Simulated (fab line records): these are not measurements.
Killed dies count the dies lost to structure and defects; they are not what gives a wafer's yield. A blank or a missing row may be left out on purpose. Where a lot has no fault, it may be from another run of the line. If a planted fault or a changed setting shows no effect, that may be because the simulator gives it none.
Chamber matching | flow n5 finfet | rie diel-04 running N5_BEOL_M2_DESCUM_33: 4 sister chambers
The step chemistry O2, time 7 s. 8 wafers are shown with their chamber, then 11 later ones without.

## WAFERS WITH THEIR CHAMBER
wafer  | chamber | showerhead plenum p Torr (Torr) | throttle valve pct (%)
L082.4 | 1       | 2.11                            | 20.39
L084.3 | 1       | 2.11                            | 20.39
L085.2 | 2       | 1.99                            | 20.34
L085.6 | 0       | 2.03                            | 20.50
L087.2 | 2       | 1.99                            | 20.34
L087.3 | 0       | 2.02                            | 20.50
L087.6 | 3       | 2.08                            | 20.71
L090.1 | 3       | 2.07                            | 20.72

## WAFERS WITHOUT THEIR CHAMBER
wafer  | showerhead plenum p Torr (Torr) | throttle valve pct (%)
L090.4 | 1.98                            | 20.35
L090.6 | 2.07                            | 20.74
L088.1 | 2.07                            | 20.74
L088.2 | 2.11                            | 20.39
L088.4 | 1.98                            | 20.37
L089.1 | 2.07                            | 20.73
L089.4 | 2.02                            | 20.53
L089.6 | 1.98                            | 20.39
L095.1 | 1.98                            | 20.38
L095.2 | 2.10                            | 20.42
L095.4 | 2.02                            | 20.53

## EACH ONE'S CHAMBER
wafer  | from the rows above | in truth
L090.4 | 2                   | 2
L090.6 | 3                   | 3
L088.1 | 3                   | 3
L088.2 | 1                   | 1
L088.4 | 2                   | 2
L089.1 | 3                   | 3
L089.4 | 0                   | 0
L089.6 | 2                   | 2
L095.1 | 2                   | 2
L095.2 | 1                   | 1
L095.4 | 0                   | 0
Correct placement for 11 of the 11. Can't be placed from these rows: 0. Placed wrongly: 0.
How it was worked out, from the rows above alone: a wafer's distance from a chamber is the root of the sum, over the readings, of the square of ((its reading less the chamber's mean) divided by the reading's scatter). The wafer belongs to the nearest chamber; if the next one is less than 2 further off, it can't be placed. The mean given for a chamber averages the wafers shown for that chamber. The scatter is the square root of a quotient: the sum, over the shown wafers, of each reading's squared deviation from its chamber's mean, divided by wafers minus chambers.
